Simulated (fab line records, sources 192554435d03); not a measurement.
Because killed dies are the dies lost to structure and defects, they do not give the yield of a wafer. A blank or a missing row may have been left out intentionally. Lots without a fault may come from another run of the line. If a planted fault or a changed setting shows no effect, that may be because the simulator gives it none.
What tool caused it?    flow n5_finfet    Sampling: 10 lots, 27 wafers, 6 of 1938 route steps

== WHAT THE GAUGES SHOWED, per wafer ==
N5_STI_FIN_REVEAL_FIN_H_MEAS_10.
lot   measured     on      trench_depth_nm (nm)
L576  day 3 09:22  ocd-02  53.0 53.0 53.0
L578  day 3 18:40  ocd-01  52.5 51.6 52.3
L579  day 4 00:36  ocd-02  52.4 52.2 52.5
L582  day 4 19:39  ocd-01  52.0 52.7 52.5
L583  day 5 00:37  ocd-01  52.3 52.5 52.2
L587  day 6 02:01  ocd-02  51.1 51.4 51.0
L589  day 6 12:44  ocd-01  52.8 56.8
L591  day 7 02:41  ocd-01  56.8 52.0
L592  day 7 06:40  ocd-01  54.3 56.3
L594  day 7 19:31  ocd-02  51.9 50.8 51.3

N5_BEOL_M4_RC_MEAS_101.
lot   measured      on         DIBL_N (mV/V)   DIBL_P (mV/V)   IOFF_N (nA/um)  IOFF_P (nA/um)  ION_N (uA/um)  ION_P (uA/um)  SS_N (mV/dec)   SS_P (mV/dec)   VT_N (mV)          VT_P (mV)
L576  day 8 22:56   prober-02  38.7 35.8 34.1  40.6 36.7 33.8  0.22 0.14 0.12  0.26 0.18 0.15  701 676 667    473 455 454    72.0 71.4 71.0  74.6 73.2 72.5  242.9 251.4 251.3  -248 -256 -256
L578  day 10 00:26  prober-02  37.3 39.4 37.5  37.8 38.5 36.9  0.18 0.21 0.18  0.23 0.24 0.22  690 693 689    467 462 468    71.9 72.3 71.6  74.0 74.5 73.8  246.8 245.6 246.4  -249 -248 -249
L579  day 9 19:16   prober-02  36.6 37.9 38.8  35.3 38.5 38.1  0.14 0.18 0.19  0.16 0.22 0.21  663 684 681    449 464 463    72.0 72.4 71.7  72.9 74.1 74.2  253.8 248.7 249.6  -254 -253 -253
L582  day 10 19:17  prober-01  35.6 38.3 34.8  35.8 37.0 34.9  0.15 0.19 0.14  0.20 0.23 0.19  675 691 678    466 470 464    71.2 71.7 70.5  73.9 73.9 72.2  249.1 249.9 250.8  -251 -249 -254
L583  day 10 19:43  prober-02  35.7 38.2 34.0  37.0 41.7 35.3  0.14 0.21 0.13  0.18 0.25 0.17  663 690 665    455 469 462    72.0 71.6 70.7  73.9 75.1 73.4  250.1 245.4 251.2  -254 -252 -255
L587  day 12 10:49  prober-02  37.6 37.6 37.3  37.8 37.0 37.4  0.16 0.15 0.16  0.18 0.17 0.17  674 673 676    456 459 453    71.8 71.1 71.5  73.2 72.8 72.9  250.6 250.8 248.5  -256 -256 -256
L589  day 12 17:26  prober-01  39.9 35.7       40.1 35.6       0.23 0.15       0.24 0.16       699 720        466 492        72.2 71.7       73.9 73.0       243.1 248.0        -252 -257
L591  day 12 23:15  prober-01  34.5 34.8       36.4 38.0       0.14 0.15       0.20 0.23       715 678        499 470        71.2 71.7       73.3 74.3       248.9 249.5        -249 -248
L592  day 13 19:06  prober-02  37.3 37.2       37.1 37.2       0.17 0.20       0.22 0.23       703 716        478 489        72.3 71.3       73.7 74.2       246.6 244.7        -249 -250
L594  day 14 06:01  prober-01  38.4 37.4 37.3  37.9 36.2 35.7  0.20 0.18 0.17  0.24 0.22 0.21  695 678 666    469 461 461    72.2 72.0 71.5  74.3 73.4 73.1  243.4 247.8 249.1  -249 -251 -252

== TOOL THAT RAN EACH LOT (tool first, then ch and the chambers of the sampled wafers, then the start) ==
lot   N5_STI_FIN_REVEAL_ALD_00          N5_STI_FIN_REVEAL_ALD_14          N5_STI_FIN_REVEAL_DENSIFY_30     N5_STI_FIN_REVEAL_RECESS_09
L576  ald_sin-01 ch 1,2, day 3 00:12    ald_sin-01 ch 1,2, day 3 00:15    rtp_anneal-01 ch 0, day 3 06:13  vapor_etch-02 ch 0,1, day 3 06:40
L578  ald_sin-04 ch 1,3, day 3 10:06    ald_sin-04 ch 1,3, day 3 10:08    rtp_anneal-01 ch 0, day 3 15:34  vapor_etch-01 ch 0,1, day 3 16:30
L579  ald_sin-04 ch 1,3, day 3 15:47    ald_sin-04 ch 1,3, day 3 15:50    rtp_anneal-01 ch 0, day 3 21:26  vapor_etch-01 ch 0,1, day 3 21:53
L582  ald_sin-02 ch 0,1,3, day 4 10:39  ald_sin-02 ch 0,1,3, day 4 10:41  rtp_anneal-02 ch 0, day 4 16:03  vapor_etch-01 ch 0,1, day 4 16:38
L583  ald_sin-01 ch 0,2,3, day 4 15:56  ald_sin-01 ch 0,2,3, day 4 15:59  rtp_anneal-01 ch 0, day 4 21:22  vapor_etch-02 ch 0,1, day 4 21:54
L587  ald_sin-04 ch 1,2, day 5 17:17    ald_sin-04 ch 1,2, day 5 17:20    rtp_anneal-02 ch 0, day 5 22:46  vapor_etch-01 ch 1, day 5 23:19
L589  ald_sin-04 ch 2,3, day 6 03:49    ald_sin-04 ch 2,3, day 6 03:52    rtp_anneal-01 ch 0, day 6 09:14  vapor_etch-01 ch 0,1, day 6 10:02
L591  ald_sin-04 ch 1,2, day 6 17:57    ald_sin-04 ch 1,2, day 6 18:05    rtp_anneal-02 ch 0, day 6 23:37  vapor_etch-01 ch 0,1, day 7 01:03
L592  ald_sin-02 ch 0,3, day 6 22:01    ald_sin-02 ch 0,3, day 6 22:04    rtp_anneal-02 ch 0, day 7 03:25  vapor_etch-01 ch 0,1, day 7 03:58
L594  ald_sin-04 ch 0,1,2, day 7 10:13  ald_sin-04 ch 0,1,2, day 7 10:16  rtp_anneal-02 ch 0, day 7 16:04  vapor_etch-02 ch 0,1, day 7 16:31
- N5_STI_FIN_REVEAL_ALD_00: deposits SiO2, target thk 1 nm, pulse time 1 s.
- N5_STI_FIN_REVEAL_ALD_14: deposits Si3N4, target thk 3 nm.
- N5_STI_FIN_REVEAL_DENSIFY_30
- N5_STI_FIN_REVEAL_RECESS_09: chemistry HF/NH3, target SiO2, afs cycles 11, target depth 42.5 nm, sublimation time 60 s.

== AS READ BY THE TOOLS THEMSELVES (means over the sampled wafers that have a number; for cases with no such wafer, the mark the record gives instead) ==
N5_STI_FIN_REVEAL_ALD_00.
lot   tool        heater_power_outer_w (W)  heater_power_w (W)  precursor_pulse_height_rel
L576  ald_sin-01  279                       470                 1.002
L578  ald_sin-04  298                       497                 0.990
L579  ald_sin-04  276                       486                 1.016
L582  ald_sin-02  275                       497                 0.982
L583  ald_sin-01  255                       442                 0.999
L587  ald_sin-04  310                       538                 0.992
L589  ald_sin-04  328                       546                 0.986
L591  ald_sin-04  300                       515                 1.006
L592  ald_sin-02  283                       521                 0.981
L594  ald_sin-04  310                       537                 1.011

N5_STI_FIN_REVEAL_ALD_14.
lot   tool        heater_power_outer_w (W)  heater_power_w (W)
L576  ald_sin-01  567                       861
L578  ald_sin-04  573                       889
L579  ald_sin-04  544                       885
L582  ald_sin-02  549                       886
L583  ald_sin-01  493                       789
L587  ald_sin-04  613                       975
L589  ald_sin-04  646                       969
L591  ald_sin-04  596                       936
L592  ald_sin-02  562                       913
L594  ald_sin-04  606                       945

N5_STI_FIN_REVEAL_DENSIFY_30.
lot   tool           lamp_power_pct (%)  lamp_zone_1_pct (%)  lamp_zone_3_pct (%)  lamp_zone_5_pct (%)
L576  rtp_anneal-01  11.54               11.515               11.533               11.524
L578  rtp_anneal-01  11.59               11.512               11.518               11.534
L579  rtp_anneal-01  11.60               11.527               11.532               11.536
L582  rtp_anneal-02  11.53               11.517               11.526               11.543
L583  rtp_anneal-01  11.58               11.521               11.540               11.542
L587  rtp_anneal-02  11.54               11.528               11.524               11.546
L589  rtp_anneal-01  11.55               11.524               11.522               11.538
L591  rtp_anneal-02  11.53               11.542               11.529               11.549
L592  rtp_anneal-02  11.62               11.530               11.526               11.530
L594  rtp_anneal-02  11.57               11.517               11.531               11.527

N5_STI_FIN_REVEAL_RECESS_09.
lot   tool           drypump_motor_current_A (A)
L576  vapor_etch-02  5.3
L578  vapor_etch-01  5.1
L579  vapor_etch-01  5.1
L582  vapor_etch-01  5.2
L583  vapor_etch-02  5.3
L587  vapor_etch-01  5.1
L589  vapor_etch-01  5.2
L591  vapor_etch-01  5.2
L592  vapor_etch-01  5.2
L594  vapor_etch-02  5.8

== THE ANSWER, worked out from the rows above alone ==
Rule: what is usual is taken from the lots themselves. Put in order of their means at a reading, lots are off if they are a third of the lots or fewer, leave a main group of 4 or more, and stand apart from it by a gap of 3 or more times the standard deviation of the main group's means; of several such gaps the widest counts. A main group is skipped when, at the precision printed for the reading in the tables above, its means are all equal. A lot without any number at a reading at which 4 lots or more have one is off too. The other lots that the step has rows for count as sound. The gauges are gone through in route order, then the tools' own readings, and for those a lot's mean is taken as printed above. The first step at which some lot is off is used, and at that step the reading that is off furthest; a lot without a number counts as furthest.
Off: L589, L591, L592, seen at N5_BEOL_M4_RC_MEAS_101 (ION_P). The main group: mean 462 uA/um, standard deviation 3.5.
A tool fits if, at a process step before that reading, it ran every lot that is off, and no sound lot after the first of them. The gauges at N5_BEOL_M4_RC_MEAS_101 are tried like those tools. One fits: vapor_etch-01 at N5_STI_FIN_REVEAL_RECESS_09. A fault onset in the window from L587 (day 5 23:19, its last sound lot) to L589 (day 6 10:02, its first lot off) fits.

== WHAT THE SIMULATOR PUT IN ==
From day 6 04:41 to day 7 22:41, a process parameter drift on vapor_etch-01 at N5_STI_FIN_REVEAL_RECESS_09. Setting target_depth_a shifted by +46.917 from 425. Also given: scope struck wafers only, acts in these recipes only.
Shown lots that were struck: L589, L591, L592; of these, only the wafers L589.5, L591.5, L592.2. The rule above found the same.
